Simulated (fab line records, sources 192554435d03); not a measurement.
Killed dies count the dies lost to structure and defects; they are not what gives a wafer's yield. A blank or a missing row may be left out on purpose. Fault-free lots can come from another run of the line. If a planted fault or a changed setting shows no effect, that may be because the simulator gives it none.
fab line records	flow n5_finfet
[record] lots = 7	wafers = 39
route steps=1938 shown PMOS_HMC_CHANNEL_EPI@64 DUMMY_GATE@215 SDB@373 HKMG_FIN@444 BEOL_M0_SAQP@663
start_h: hours from the record's opening day to when the first of the lot's shown wafers began	wait_h: hours from the lot's prior step to this one	" identical to the entry in the row above	L1.1+2: several wafers, shown together as one row	- value missing, or start not given	* or withheld: withheld	< > ~ a bound
route shown NAME@n: names a module that has steps shown in the file, with the first one's number in the route	usual: average and standard deviation across the fault-free wafers	same: alike in all rows	chamber/n: place in a boat	sites: readings site by site	_std_site: the values' standard deviation	_edge_site: outer sites' mean less inner sites'	radius_mm: how far each site lies from the wafer's centre	mask NAME#n: copy n	behind: the last tool/chamber to shape the wafer	hold: reason for holding the lot/hours on hold/outcome of the hold	device: which transistor (n, p or np) failed to switch	end of line: the route-end tests of the same wafers	where a step has no rows: the recipe by itself	killed: the dies lost at the first sort to structure and to defects; this is not the yield of the wafer	map: per-die view of a wafer (x killed, . not killed, _ where there is no die)
set.NAME: setting as actually run; set.NAME@STEP: the setting as run at that earlier step	model.NAME: the simulator's own value behind a step, which no gauge read
one table per step and one row per wafer, for lots whose settings were changed on purpose
[[steps]]
[step N5_PMOS_HMC_CHANNEL_EPI_DEVELOP_08]
[recipe] develop_time_s = 30	developer = TMAH	resist = CAR-ArF-block	dev_temp_c = 23	rinse_liquid = diw	dry = air_spin
lot.wafer	tool	chamber	start_h	wait_h	set.develop_time_s
L076.1+2+6	litho_track-02	0	-	-	37.75
L076.3+4+5	"	0	"	"	30
L081.1+3+5	litho_track-05	0	-	-	47.87
L081.2+4+6	"	0	"	"	30
L082.1+4+5	litho_track-04	0	-	-	35.77
L082.2+3+6	"	0	"	"	30
L087.1+5+6	litho_track-05	0	-	-	23.37
L087.2+3+4	"	0	"	"	30
L089.1+3+6	litho_track-05	0	-	-	45.6
L089.2+4+5	"	0	"	"	30
L092.1+2+4	litho_track-04	0	-	-	30
L093.1+2+3+4+5+6	litho_track-04	0	-	-	30
[step N5_PMOS_HMC_CHANNEL_EPI_CD_MEAS_09]
[recipe] target_cd_nm = 237.4	landing_energy_ev = 500	detector = se_inlens
[usual] cd_nm = 237.1/0.8
lot.wafer	tool	chamber	start_h	wait_h	set.develop_time_s@PMOS_HMC_CHANNEL_EPI_DEVELOP_08	cd_nm
L076.1	cd_sem-02	0	29.06	-	37.75	238.2
L076.2	"	0	"	"	37.75	239.1
L076.3	"	0	"	"	30	237.3
L076.4	"	0	"	"	30	237.9
L076.5	"	0	"	"	30	237.0
L076.6	"	0	"	"	37.75	238.2
L081.1	cd_sem-02	0	60.57	-	47.87	239.2
L081.2	"	0	"	"	30	234.9
L081.3	"	0	"	"	47.87	238.6
L081.4	"	0	"	"	30	235.7
L081.5	"	0	"	"	47.87	238.9
L081.6	"	0	"	"	30	235.0
L082.1	cd_sem-01	0	65.44	-	35.77	239.1
L082.2	"	0	"	"	30	237.6
L082.3	"	0	"	"	30	237.2
L082.4	"	0	"	"	35.77	238.6
L082.5	"	0	"	"	35.77	238.2
L082.6	"	0	"	"	30	238.9
L087.1	cd_sem-03	0	95.32	-	23.37	234.6
L087.2	"	0	"	"	30	237.0
L087.3	"	0	"	"	30	237.0
L087.4	"	0	"	"	30	236.6
L087.5	"	0	"	"	23.37	234.9
L087.6	"	0	"	"	23.37	234.1
L089.1	cd_sem-02	0	107.43	-	45.6	240.0
L089.2	"	0	"	"	30	237.4
L089.3	"	0	"	"	45.6	241.3
L089.4	"	0	"	"	30	236.6
L089.5	"	0	"	"	30	237.1
L089.6	"	0	"	"	45.6	241.8
L092.1	cd_sem-03	0	127.05	-	30	237.9
L092.2	"	0	"	"	30	238.3
L092.4	"	0	"	"	30	237.8
L093.1	cd_sem-01	0	133.01	-	30	236.8
L093.2	"	0	"	"	30	236.5
L093.3	"	0	"	"	30	236.8
L093.4	"	0	"	"	30	236.1
L093.5	"	0	"	"	30	237.2
L093.6	"	0	"	"	30	237.3
[step N5_PMOS_HMC_CHANNEL_EPI_DESCUM_14]
[recipe] chemistry = O2	time_s = 7.9	source_power_w = 50	bias_power_w = 20	pressure_mtorr = 20	rf_frequency_hz = 2.712e+07	temp_c = 40	resist = CAR-ArF-block	o2_flow_sccm = 225
lot.wafer	tool	chamber	start_h	wait_h	set.develop_time_s@PMOS_HMC_CHANNEL_EPI_DEVELOP_08	model.PMOS_HMC_CHANNEL_EPI.cd_nm
L076.1+6	rie_diel-01	0,1	29.15	0.0	37.75	238.2
L076.2	"	3	"	"	37.75	239
L076.3	"	1	"	"	30	237.5
L076.4	"	3	"	"	30	237.7
L076.5	"	0	"	"	30	237.6
L081.1	rie_diel-01	0	60.66	0.0	47.87	239.2
L081.2	"	3	"	"	30	235.1
L081.3	"	1	"	"	47.87	238.4
L081.4	"	2	"	"	30	235.5
L081.5	"	2	"	"	47.87	238.9
L081.6	"	1	"	"	30	235.3
L082.1	rie_diel-01	0	65.54	0.0	35.77	239.1
L082.2	"	2	"	"	30	237.7
L082.3	"	3	"	"	30	237.2
L082.4	"	1	"	"	35.77	238.6
L082.5	"	1	"	"	35.77	238.2
L082.6	"	2	"	"	30	238.4
L087.1	rie_diel-01	0	95.41	0.0	23.37	234.4
L087.2+3	"	3,2	"	"	30	236.9
L087.4	"	3	"	"	30	236.2
L087.5	"	0	"	"	23.37	234.9
L087.6	"	2	"	"	23.37	234.2
L089.1	rie_diel-01	2	107.61	0.1	45.6	240
L089.2	"	1	"	"	30	237.7
L089.3	"	3	"	"	45.6	241.3
L089.4	"	0	"	"	30	236.9
L089.5	"	1	"	"	30	237.1
L089.6	"	2	"	"	45.6	241.4
L092.1	rie_diel-04	3	127.14	0.0	30	238
L092.2	"	1	"	"	30	238.3
L092.4	"	2	"	"	30	237.9
L093.1+3	rie_diel-01	3,2	133.51	0.4	30	236.5
L093.2	"	1	"	"	30	236.1
L093.4	"	0	"	"	30	236.4
L093.5	"	3	"	"	30	237.1
L093.6	"	2	"	"	30	237.2
[step N5_PMOS_HMC_CHANNEL_EPI_ETCH_32]
[recipe] chemistry = N2/H2	target = BARC	stop_on = SiO2	target_depth_a = 858	over_etch_frac = 0.3	time_s = 50.3	ion_energy_ev = 200	mask_material = CAR-ArF-block	pressure_mtorr = 30	source_w = 840	bias_w = 150	n2_flow_sccm = 200	h2_flow_sccm = 200
lot.wafer	tool	chamber	start_h	wait_h	set.develop_time_s@PMOS_HMC_CHANNEL_EPI_DEVELOP_08	model.PMOS_HMC_CHANNEL_EPI.cd_nm
L076.1+2	rie_diel-01	0,3	29.19	0.0	37.75	241.1
L076.3	"	1	"	"	30	240.1
L076.4	"	3	"	"	30	240
L076.5	"	0	"	"	30	241.1
L076.6	"	1	"	"	37.75	240.3
L081.1	rie_diel-01	0	60.69	0.0	47.87	242.9
L081.2	"	3	"	"	30	236.8
L081.3	"	1	"	"	47.87	241
L081.4	"	2	"	"	30	238.1
L081.5	"	2	"	"	47.87	241.7
L081.6	"	1	"	"	30	237.7
L082.1	rie_diel-01	0	65.57	0.0	35.77	242.5
L082.2	"	2	"	"	30	240.7
L082.3	"	3	"	"	30	239.3
L082.4	"	1	"	"	35.77	241.4
L082.5	"	1	"	"	35.77	240.8
L082.6	"	2	"	"	30	241.7
L087.1	rie_diel-01	0	95.44	0.0	23.37	237.4
L087.2	"	3	"	"	30	238.9
L087.3	"	2	"	"	30	239.5
L087.4	"	3	"	"	30	238.8
L087.5	"	0	"	"	23.37	238.1
L087.6	"	2	"	"	23.37	237.3
L089.1	rie_diel-01	2	107.64	0.0	45.6	243
L089.2+5	"	1	"	"	30	239.7
L089.3	"	3	"	"	45.6	243.2
L089.4	"	0	"	"	30	240.1
L089.6	"	2	"	"	45.6	244.1
L092.1	rie_diel-04	3	127.17	0.0	30	240.6
L092.2	"	1	"	"	30	241.3
L092.4	"	2	"	"	30	241
L093.1	rie_diel-01	3	133.54	0.0	30	238.3
L093.2	"	1	"	"	30	237.9
L093.3	"	2	"	"	30	238.9
L093.4	"	0	"	"	30	239.5
L093.5	"	3	"	"	30	239.3
L093.6	"	2	"	"	30	239.7
[step N5_PMOS_HMC_CHANNEL_EPI_HM_OPEN_15]
[recipe] chemistry = CHF3/O2	target = SiO2	mask_material = CAR-ArF-block	target_depth_a = 406	CHF3_flow_sccm = 50	O2_flow_sccm = 5	Ar_flow_sccm = 200	time_s = 20.3	pressure_mtorr = 30	source_w = 650	bias_w = 170	ion_energy_ev = 200
[step N5_PMOS_HMC_CHANNEL_EPI_STRIP_33]
[recipe] chemistry = N2/H2	power_w = 500	temp_c = 40	pressure_mtorr = 50	rf_frequency_hz = 6e+07	overash_fraction = 0.3	bias_power_w = 8	h2_frac = 0.5	n2_flow_sccm = 300	h2_flow_sccm = 300
[step N5_PMOS_HMC_CHANNEL_EPI_STRIP_17]
[recipe] chemistry = SPM	time_s = 750	temp_c = 130	h2so4_h2o2_vol_ratio = 4	dry = ipa_marangoni
[step N5_PMOS_HMC_CHANNEL_EPI_ETCH_38]
[recipe] chemistry = CF4	target = SiO2	target_depth_a = 15	ion_energy_ev = 350	pressure_mtorr = 10	icp_w = 800	bias_w = 400	cf4_flow_sccm = 80
lot.wafer	tool	chamber	start_h	wait_h	set.develop_time_s@PMOS_HMC_CHANNEL_EPI_DEVELOP_08	model.PMOS_HMC_CHANNEL_EPI.cd_nm
L076.1+2	rie_si-04	2,3	29.59	0.0	37.75	241.1
L076.3	"	0	"	"	30	240.1
L076.4	"	1	"	"	30	239.9
L076.5	"	0	"	"	30	241
L076.6	"	1	"	"	37.75	240.2
L081.1	rie_si-02	0	61.10	0.0	47.87	242.9
L081.2	"	3	"	"	30	236.8
L081.3	"	1	"	"	47.87	241.1
L081.4	"	2	"	"	30	238.1
L081.5	"	1	"	"	47.87	241.7
L081.6	"	2	"	"	30	237.6
L082.1	rie_si-02	2	65.97	0.0	35.77	242.4
L082.2	"	1	"	"	30	240.7
L082.3	"	3	"	"	30	239.4
L082.4	"	1	"	"	35.77	241.4
L082.5	"	2	"	"	35.77	240.7
L082.6	"	3	"	"	30	241.6
L087.1	rie_si-04	0	95.84	0.0	23.37	237.4
L087.2	"	3	"	"	30	238.9
L087.3	"	2	"	"	30	239.5
L087.4	"	1	"	"	30	238.8
L087.5	"	3	"	"	23.37	238.1
L087.6	"	0	"	"	23.37	237.3
L089.1	rie_si-04	0	108.04	0.0	45.6	243.1
L089.2+5	"	2,3	"	"	30	239.7
L089.3	"	3	"	"	45.6	243.2
L089.4	"	1	"	"	30	240
L089.6	"	2	"	"	45.6	244.1
L092.1	rie_si-04	2	127.57	0.0	30	240.6
L092.2	"	0	"	"	30	241.4
L092.4	"	1	"	"	30	241.1
L093.1	rie_si-04	2	133.94	0.0	30	238.2
L093.2	"	3	"	"	30	238.1
L093.3	"	0	"	"	30	239
L093.4	"	1	"	"	30	239.5
L093.5	"	3	"	"	30	239.3
L093.6	"	2	"	"	30	239.6
[step N5_DUMMY_GATE_CVD_03]
[recipe] material = a-Si	target_thk_a = 1500	temp_c = 530	precursor = SiH4	time_s = 8042
lot.wafer	tool	chamber	start_h	wait_h	set.target_thk_a	model.a-Si_of_DUMMY_GATE_CVD_03.thk_nm
L076.1	-	-	-	0.1	1944	193.2
L076.2	"	-	"	"	1944	193.4
L076.3	"	-	"	"	1944	193
L076.4	"	-	"	"	1944	194.2
L076.5	"	-	"	"	1944	193.8
L076.6	"	-	"	"	1944	192.8
L081.1+3	-	-	-	2.8	1500	149
L081.2	"	-	"	"	1500	149.8
L081.4	"	-	"	"	1500	149.4
L081.5	"	-	"	"	1500	149.2
L081.6	"	-	"	"	1500	148.8
L082.1	-	-	-	0.1	1071	109.8
L082.2	"	-	"	"	1071	108.6
L082.3+4	"	-	"	"	1071	109
L082.5+6	"	-	"	"	1071	107.8
L087.1+5	-	-	-	0.1	1830	180.2
L087.2	"	-	"	"	1830	180.6
L087.3	"	-	"	"	1830	181.4
L087.4	"	-	"	"	1830	181.6
L087.6	"	-	"	"	1830	179.8
L089.1+2	-	-	-	0.1	1120	110.2
L089.3	"	-	"	"	1120	112
L089.4+5	"	-	"	"	1120	112.2
L089.6	"	-	"	"	1120	112.4
L092.1	lpcvd-02	1/15	147.62	0.1	1500	149.8
L092.2	"	1/20	"	"	1500	151.4
L092.4	"	1/29	"	"	1500	150.2
L093.1+2+5	-	-	-	0.1	1146	114.8
L093.3	"	-	"	"	1146	116.6
L093.4	"	-	"	"	1146	114
L093.6	"	-	"	"	1146	115.2
[step N5_DUMMY_GATE_PRECLEAN_46]
[recipe] chemistry = DIW	time_s = 89.5	temp_c = 23
[step N5_DUMMY_GATE_SRD_47]
[recipe] dry_time_s = 32	dry = n2_spin	spin_rpm = 1500
[step N5_DUMMY_GATE_CMP_04]
[recipe] material = a-Si	post_cmp_clean = alkaline_brush
[usual] time_to_endpoint_s = 13.3/1.8
lot.wafer	tool	chamber	start_h	wait_h	set.target_thk_a@DUMMY_GATE_CVD_03	time_to_endpoint_s
L076.2	cmp-01	1	54.44	0.0	1944	21.1
L076.4	"	2	"	"	1944	21.3
L076.1	"	3	"	"	1944	19.4
L076.3	"	0	"	"	1944	21.4
L076.6	"	1	"	"	1944	21.1
L076.5	"	2	"	"	1944	21.7
L081.1	cmp-02	0	86.27	0.0	1500	13.4
L081.2	"	1	"	"	1500	10.9
L081.4	"	2	"	"	1500	10.3
L081.3	"	3	"	"	1500	15.3
L081.5	"	0	"	"	1500	11.4
L081.6	"	1	"	"	1500	11.7
L082.3	cmp-02	0	90.85	0.0	1071	5.2
L082.2	"	1	"	"	1071	4.4
L082.1	"	2	"	"	1071	8.9
L082.4	"	3	"	"	1071	6.7
L082.6	"	0	"	"	1071	6.1
L082.5	"	1	"	"	1071	4.7
L087.4	cmp-02	3	120.93	0.0	1830	19.2
L087.2	"	0	"	"	1830	18.8
L087.3	"	1	"	"	1830	21.0
L087.1	"	2	"	"	1830	16.8
L087.5	"	3	"	"	1830	18.3
L087.6	"	0	"	"	1830	18.1
L089.2	cmp-04	0	130.69	0.0	1120	9.0
L089.1	"	1	"	"	1120	4.0
L089.4	"	2	"	"	1120	5.4
L089.3	"	3	"	"	1120	8.4
L089.6	"	0	"	"	1120	8.4
L089.5	"	1	"	"	1120	6.5
L092.1	cmp-02	1	151.39	0.1	1500	15.1
L092.2	"	2	"	"	1500	15.7
L092.4	"	0	"	"	1500	14.7
L093.4	cmp-04	1	158.94	0.0	1146	4.7
L093.2	"	2	"	"	1146	5.8
L093.3	"	3	"	"	1146	6.3
L093.1	"	0	"	"	1146	5.6
L093.6	"	1	"	"	1146	6.3
L093.5	"	2	"	"	1146	6.7
[step N5_SDB_ALD_29]
[recipe] material = SiNx	target_thk_a = 300	temp_c = 400	ald_precursor_family = SiH2I2	ald_co_reactant = N2/H2-plasma	pulse_time_s = 1	ald_cycles = 600	purge_time_s = 2	co_reactant_purge_time_s = 2	pressure_torr = 2
lot.wafer	tool	chamber	start_h	wait_h	set.ald_cycles	model.SiNx_of_SDB_ALD_29.thk_nm
L076.1+2+3+4+6	ald_sin-04	0,2,1,3,0	78.15	0.0	600	30
L076.5	"	1	79.51	1.4	600	29.8
L081.1+5+6	ald_sin-04	1,0,3	112.19	0.0	600	30
L081.2+3+4	"	0,3,2	"	"	718	35.8
L082.1+5	ald_sin-01	1,2	121.11	0.0	778	39
L082.2+4+6	"	3,0,1	"	"	600	30.2
L082.3	"	2	"	"	778	39.2
L087.1+4+5+6	ald_sin-03	1,0,1,0	146.35	0.0	600	30.2
L087.2+3	"	3,2	"	"	600	30
L089.1	ald_sin-03	0	159.13	0.0	766	38.4
L089.2+5	"	2,3	"	"	600	30
L089.3	"	3	"	"	600	30.2
L089.4+6	"	1,0	"	"	766	38.2
L092.1+2+4	ald_sin-03	0,1,3	176.16	0.1	600	30
L093.1+3+4	ald_sin-04	2,0,1	186.59	0.0	600	30
L093.2+5+6	"	3,2,3	"	"	600	29.8
[step N5_HKMG_FIN_ETCH_86]
[recipe] chemistry = N2/H2	target = SOC	target_depth_a = 3932	stop_on = TiN	ion_energy_ev = 100	bias_w = 61	pressure_mtorr = 30	source_w = 850	n2_flow_sccm = 200	h2_flow_sccm = 200
lot.wafer	tool	chamber	start_h	wait_h	set.target_depth_a	model.SOC_of_HKMG_FIN_COAT_85.thk_nm
L076.1+3+5	rie_diel-05	1,2,2	88.07	-	6285	8.6
L076.2	"	0	"	"	3932	18.8
L076.4	"	3	"	"	3932	19.2
L076.6	"	1	"	"	3932	20.4
L081.1+2	rie_diel-03	0,2	123.17	-	5949	8.6
L081.3+6	"	1	"	"	3932	22.6
L081.4	"	3	"	"	5949	8.4
L081.5	"	2	"	"	3932	16.6
L082.1	rie_diel-06	2	132.21	-	3932	20.4
L082.2	"	1	"	"	3932	13
L082.3+6	"	3	"	"	2567	115
L082.4	"	1	"	"	2567	112.6
L082.5	"	2	"	"	3932	20.2
L087.1	rie_diel-06	1	157.22	-	3932	13.6
L087.2+5	"	0	"	"	3932	16.6
L087.3	"	3	"	"	3932	16.2
L087.4	"	2	"	"	3932	20.6
L087.6	"	1	"	"	3932	13.4
L089.1+6	rie_diel-06	3	170.64	-	3932	16.4
L089.2+5	"	1	"	"	3932	14
L089.3+4	"	0	"	"	3932	17
L092.1	rie_diel-03	1	186.05	-	3932	13.2
L092.2	"	2	"	"	3932	17.2
L092.4	"	3	"	"	3932	17.4
L093.1+6	rie_diel-03	2	195.86	-	3932	17.2
L093.2+5	"	0	"	"	3932	20.4
L093.3+4	"	1	"	"	3932	13.2
[step N5_BEOL_M0_SAQP_SPACER1_ALD_98]
[recipe] material = SiO2	target_thk_a = 128	temp_c = 300	ald_precursor_family = BDEAS	ald_co_reactant = O2-plasma	pulse_time_s = 1	purge_time_s = 2	co_reactant_purge_time_s = 2	ald_cycles = 138	pressure_torr = 2
lot.wafer	tool	chamber	start_h	wait_h	set.ald_cycles	model.SiO2_of_BEOL_M0_SAQP_SPACER1_ALD_98.thk_nm
L076.1+2+4+5+6	ald_sin-03	3,2,0,2,1	121.61	0.5	138	12.8
L076.3	"	1	"	"	138	12.6
L081.1+3+6	ald_sin-02	2,3,3	157.44	0.3	196	18.2
L081.2	"	0	"	"	138	12.6
L081.4+5	"	0,2	"	"	138	12.8
L082.1+2+6	ald_sin-03	2,1,1	168.27	0.3	63	5.8
L082.3+4+5	"	3,0,0	"	"	138	12.8
L087.1+2+3+4+5+6	ald_sin-01	3,2,1,0,2,1	192.64	1.1	138	12.8
L089.1	ald_sin-03	3	202.94	0.3	174	16
L089.2+3+4	"	1,2,0	"	"	138	12.8
L089.5+6	"	0,1	"	"	174	16.2
L092.1+2+4	ald_sin-02	0,1,3	220.47	0.3	138	12.8
L093.1+2+3	ald_sin-01	0,1,2	227.30	0.5	138	12.8
L093.4+6	"	3,1	"	"	212	19.6
L093.5	"	2	"	"	212	19.8
[step N5_BEOL_M0_SAQP_SPACER1_ETCHBACK_99]
[recipe] chemistry = CHF3/O2	mode = anisotropic_etchback	target = SiO2	target_depth_a = 154	time_s = 7.7	pressure_mtorr = 30	source_w = 650	bias_w = 170	Ar_flow_sccm = 200	CHF3_flow_sccm = 50	O2_flow_sccm = 5	ion_energy_ev = 200
[step N5_BEOL_M0_SAQP_MANDREL1_REMOVE_100]
[recipe] chemistry = HBr/Cl2/O2	bt_time_s = 10	target = a-Si	stop_on = SiNx	endpoint = OES-SiCl	over_etch_frac = 0.85	icp_w = 600	bias_w = 30	HBr_flow_sccm = 150	Cl2_flow_sccm = 80	O2_flow_sccm = 5	pressure_mtorr = 10
lot.wafer	tool	chamber	start_h	wait_h	set.ald_cycles@BEOL_M0_SAQP_SPACER1_ALD_98	model.SiO2_of_BEOL_M0_SAQP_SPACER1_ALD_98.thk_nm	model.BEOL_M0_SAQP.cd_nm
L076.1+2+4+5	rie_si-02	1,2,1,2	122.33	0.1	138	7.4	12.8
L076.3+6	"	0	"	"	138	7.4	12.6
L081.1+3+6	rie_si-02	0,3,0	158.09	0.1	196	12.8	18.2
L081.2	"	1	"	"	138	7.4	12.6
L081.4+5	"	2,1	"	"	138	7.4	12.8
L082.1+2+6	rie_si-04	3,1,1	168.84	0.1	63	2.6	5.8
L082.3+4+5	"	0,2,2	"	"	138	7.4	12.8
L087.1+2+3+4+5+6	rie_si-05	1,2,3,3,2,1	193.20	0.1	138	7.4	12.8
L089.1	rie_si-05	1	203.59	0.1	174	10.6	16
L089.2	"	0	"	"	138	7.4	13
L089.3+4	"	2,3	"	"	138	7.4	12.8
L089.5	"	3	"	"	174	10.8	16
L089.6	"	2	"	"	174	10.8	16.2
L092.1+4	rie_si-05	1,3	221.03	0.1	138	7.4	12.8
L092.2	"	2	"	"	138	7.4	12.6
L093.1+2+3	rie_si-04	1,3,0	227.86	0.1	138	7.4	12.8
L093.4+5+6	"	2,0,3	"	"	212	14.4	19.6
[step N5_BEOL_M0_SAQP_CD_MEAS_25]
[recipe] target_cd_nm = 13.1	landing_energy_ev = 1000	detector = se_inlens
[usual] cd_nm = 12.77/0.2
lot.wafer	tool	chamber	start_h	wait_h	set.ald_cycles@BEOL_M0_SAQP_SPACER1_ALD_98	cd_nm
L076.1	cd_sem-01	0	122.44	0.1	138	12.89
L076.2	"	0	"	"	138	12.85
L076.3	"	0	"	"	138	12.24
L076.4	"	0	"	"	138	12.99
L076.5	"	0	"	"	138	12.66
L076.6	"	0	"	"	138	12.69
L081.1	cd_sem-03	0	158.20	0.1	196	18.39
L081.2	"	0	"	"	138	12.54
L081.3	"	0	"	"	196	18.50
L081.4	"	0	"	"	138	12.70
L081.5	"	0	"	"	138	12.67
L081.6	"	0	"	"	196	18.25
L082.1	cd_sem-03	0	168.95	0.1	63	5.64
L082.2	"	0	"	"	63	5.96
L082.3	"	0	"	"	138	12.45
L082.4	"	0	"	"	138	12.78
L082.5	"	0	"	"	138	12.65
L082.6	"	0	"	"	63	5.63
L087.1	cd_sem-01	0	193.31	0.1	138	12.79
L087.2	"	0	"	"	138	12.78
L087.3	"	0	"	"	138	12.63
L087.4	"	0	"	"	138	12.93
L087.5	"	0	"	"	138	12.76
L087.6	"	0	"	"	138	12.82
L089.1	cd_sem-02	0	203.70	0.1	174	16.35
L089.2	"	0	"	"	138	12.68
L089.3	"	0	"	"	138	12.71
L089.4	"	0	"	"	138	12.88
L089.5	"	0	"	"	174	16.08
L089.6	"	0	"	"	174	16.14
L092.1	cd_sem-02	0	221.14	0.1	138	13.14
L092.2	"	0	"	"	138	12.78
L092.4	"	0	"	"	138	12.69
L093.1	cd_sem-01	0	227.97	0.1	138	12.66
L093.2	"	0	"	"	138	12.55
L093.3	"	0	"	"	138	12.68
L093.4	"	0	"	"	212	19.51
L093.5	"	0	"	"	212	19.24
L093.6	"	0	"	"	212	19.61
[[key]]
[split] step = N5_PMOS_HMC_CHANNEL_EPI_DEVELOP_08	setting = develop_time_s	stated = 30	by = wafer
[response] step = N5_PMOS_HMC_CHANNEL_EPI_CD_MEAS_09	reading = cd_nm	change = +0.0668	per = 1%	r = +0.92
[response] step = N5_PMOS_HMC_CHANNEL_EPI_DESCUM_14	reading = model.PMOS_HMC_CHANNEL_EPI.cd_nm	change = +0.0627	per = 1%	r = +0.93
[response] step = N5_PMOS_HMC_CHANNEL_EPI_ETCH_32	reading = model.PMOS_HMC_CHANNEL_EPI.cd_nm	change = +0.0658	per = 1%	r = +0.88
[response] step = N5_PMOS_HMC_CHANNEL_EPI_ETCH_38	reading = model.PMOS_HMC_CHANNEL_EPI.cd_nm	change = +0.0665	per = 1%	r = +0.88
[split] step = N5_DUMMY_GATE_CVD_03	setting = target_thk_a	stated = 1500	by = lot
[response] step = N5_DUMMY_GATE_CVD_03	reading = model.a-Si_of_DUMMY_GATE_CVD_03.thk_nm	change = +1.46	per = 1%	r = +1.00
[response] step = N5_DUMMY_GATE_CMP_04	reading = time_to_endpoint_s	change = *	per = 1%	r = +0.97
[split] step = N5_SDB_ALD_29	setting = ald_cycles	stated = 600	by = wafer
[response] step = N5_SDB_ALD_29	reading = model.SiNx_of_SDB_ALD_29.thk_nm	change = +0.297	per = 1%	r = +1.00
[split] step = N5_HKMG_FIN_ETCH_86	setting = target_depth_a	stated = 3932	by = wafer
[response] step = N5_HKMG_FIN_ETCH_86	reading = model.SOC_of_HKMG_FIN_COAT_85.thk_nm	shape = bent	at_lowest = 114.2	at_stated = 17.17	at_highest = 8.6
[split] step = N5_BEOL_M0_SAQP_SPACER1_ALD_98	setting = ald_cycles	stated = 138	by = wafer
[response] step = N5_BEOL_M0_SAQP_SPACER1_ALD_98	reading = model.SiO2_of_BEOL_M0_SAQP_SPACER1_ALD_98.thk_nm	change = +0.129	per = 1%	r = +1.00
[response] step = N5_BEOL_M0_SAQP_MANDREL1_REMOVE_100	reading = model.SiO2_of_BEOL_M0_SAQP_SPACER1_ALD_98.thk_nm	change = +0.115	per = 1%	r = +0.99
[response] step = N5_BEOL_M0_SAQP_MANDREL1_REMOVE_100	reading = model.BEOL_M0_SAQP.cd_nm	change = +0.128	per = 1%	r = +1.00
[response] step = N5_BEOL_M0_SAQP_CD_MEAS_25	reading = cd_nm	change = +0.129	per = 1%	r = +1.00
